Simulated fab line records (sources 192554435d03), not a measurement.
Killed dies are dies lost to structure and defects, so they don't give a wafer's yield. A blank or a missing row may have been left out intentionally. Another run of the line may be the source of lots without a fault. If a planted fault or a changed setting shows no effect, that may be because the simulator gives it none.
Split-lot trial    flow n5Finfet    on a route of 1938 steps: 7 lots, 39 wafers read

ABOUT THE SPLIT
At N5_HKMG_FIN_ETCH_32 (etches SOC in N2/H2, target depth 240 nm, time 300 s), the setting sourceW was moved away from the recipe's 840 W on 15 of the 39 wafers read, by -16.1% to +6.1%. The other wafers ran this setting at the recipe's value.

The reading is taken at the split's own step.

THE READING
rfVppV, in V, at N5_HKMG_FIN_ETCH_32 (etches SOC in N2/H2, target depth 240 nm, time 300 s). Typical for fault-free wafers on this fab line: 524.9 V, with standard deviation 2.6 V.

wafer   tool, chamber at the split  sourceW as run, W  against the recipe  rfVppV, V  against lot-mates on the recipe
L074.1  rieDiel-04, 1               748.2              -10.9%              546.7      +22.7
L074.2  rieDiel-04, 3               748.2              -10.9%              548.9      +24.9
L074.3  rieDiel-04, 0               840                recipe              523.7      -
L074.4  rieDiel-04, 2               840                recipe              519.8      -
L074.5  rieDiel-04, 0               748.2              -10.9%              542.9      +18.9
L074.6  rieDiel-04, 3               840                recipe              528.5      -
L078.1  rieDiel-06, 3               890.9              +6.1%               514.7      -9.8
L078.2  rieDiel-06, 2               890.9              +6.1%               519.0      -5.5
L078.3  rieDiel-06, 0               890.9              +6.1%               518.2      -6.3
L078.4  rieDiel-06, 1               840                recipe              520.7      -
L078.5  rieDiel-06, 2               840                recipe              530.5      -
L078.6  rieDiel-06, 1               840                recipe              522.2      -
L082.1  rieDiel-04, 1               705                -16.1%              556.2      +31.0
L082.2  rieDiel-04, 3               840                recipe              528.8      -
L082.3  rieDiel-04, 0               705                -16.1%              554.1      +28.9
L082.4  rieDiel-04, 2               705                -16.1%              551.4      +26.2
L082.5  rieDiel-04, 1               840                recipe              524.5      -
L082.6  rieDiel-04, 0               840                recipe              522.4      -
L088.1  rieDiel-04, 1               789.8              -6.0%               535.7      +10.4
L088.2  rieDiel-04, 3               840                recipe              529.0      -
L088.3  rieDiel-04, 2               789.8              -6.0%               530.7      +5.4
L088.4  rieDiel-04, 0               840                recipe              523.1      -
L088.5  rieDiel-04, 1               789.8              -6.0%               537.4      +12.1
L088.6  rieDiel-04, 0               840                recipe              523.9      -
L092.1  rieDiel-06, 1               840                recipe              522.4      -
L092.2  rieDiel-06, 2               840                recipe              528.0      -
L092.3  rieDiel-06, 0               840                recipe              526.0      -
L093.1  rieDiel-05, 1               840                recipe              526.8      -
L093.2  rieDiel-05, 0               840                recipe              525.4      -
L093.3  rieDiel-05, 2               840                recipe              523.9      -
L093.4  rieDiel-05, 0               840                recipe              525.0      -
L093.5  rieDiel-05, 2               840                recipe              524.6      -
L093.6  rieDiel-05, 1               840                recipe              525.5      -
L095.1  rieDiel-04, 2               743.1              -11.5%              539.7      +14.6
L095.2  rieDiel-04, 1               840                recipe              525.0      -
L095.3  rieDiel-04, 0               743.1              -11.5%              544.2      +19.1
L095.4  rieDiel-04, 3               743.1              -11.5%              550.4      +25.3
L095.5  rieDiel-04, 3               840                recipe              527.8      -
L095.6  rieDiel-04, 0               840                recipe              522.4      -

FIT RESULTS
A straight line over all 39 wafers: rfVppV changes by -1.74 V for each +1% of sourceW; r = -0.96; the points scatter about the line by 3 V.
The same after taking each lot's own level away (the mean of its wafers on the recipe; 39 wafers): -1.73 V for each +1%; r = -0.96; scatter 3.1 V.
The reading moves by 28 V for the largest change in sourceW, on that fit.
From 524.00 to 525.47 V: that is the span of the lots' own levels, equal to 0.6 times the standard deviation above.
So the lot-to-lot level changes the slope little: the two slopes agree.
Check: for one of the wafers moved furthest among these (-16.1%), held out of the fit, the line's prediction against its lot-mates is +27.9 V. Against them it came out at +31 V.
Tool readings at the split's step, against how far the setting was moved: rfVppV r = -0.96.

THESE WAFERS: OTHER SPLITS
Other splits were also applied to these wafers ahead of the reading. Each is held against what the fit with the lots' levels taken away leaves over:
other split on the same wafers  wafers away from the commonest value  r with rfVppV (lot level and that fit taken away)
N5_DUMMY_GATE_ETCH_32 timeS     18                                    -0.22
N5_HKMG_FIN_ETCH_54 sourceW     18                                    -0.10

THE WHOLE CHAIN: every reading that the file lists as answering this split, in the file's order
step                 what it does                                          reading                                                                   change (the file's fit)               r (the file's)
N5_HKMG_FIN_ETCH_32  etches SOC in N2/H2, target depth 240 nm, time 300 s  rfVppV                                                                    -1.76 V for each +1% of the setting   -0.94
N5_HKMG_FIN_ETCH_32  etches SOC in N2/H2, target depth 240 nm, time 300 s  etch.depthNm (the simulator's own value, which no gauge read)             +1.99 nm for each +1% of the setting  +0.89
N5_HKMG_FIN_ETCH_32  etches SOC in N2/H2, target depth 240 nm, time 300 s  HKMG_FIN.featureDepthNm (the simulator's own value, which no gauge read)  +1.99 nm for each +1% of the setting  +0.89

FILE'S OWN FIT
rfVppV changes by -1.76 V for each +1% of sourceW, r = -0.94.
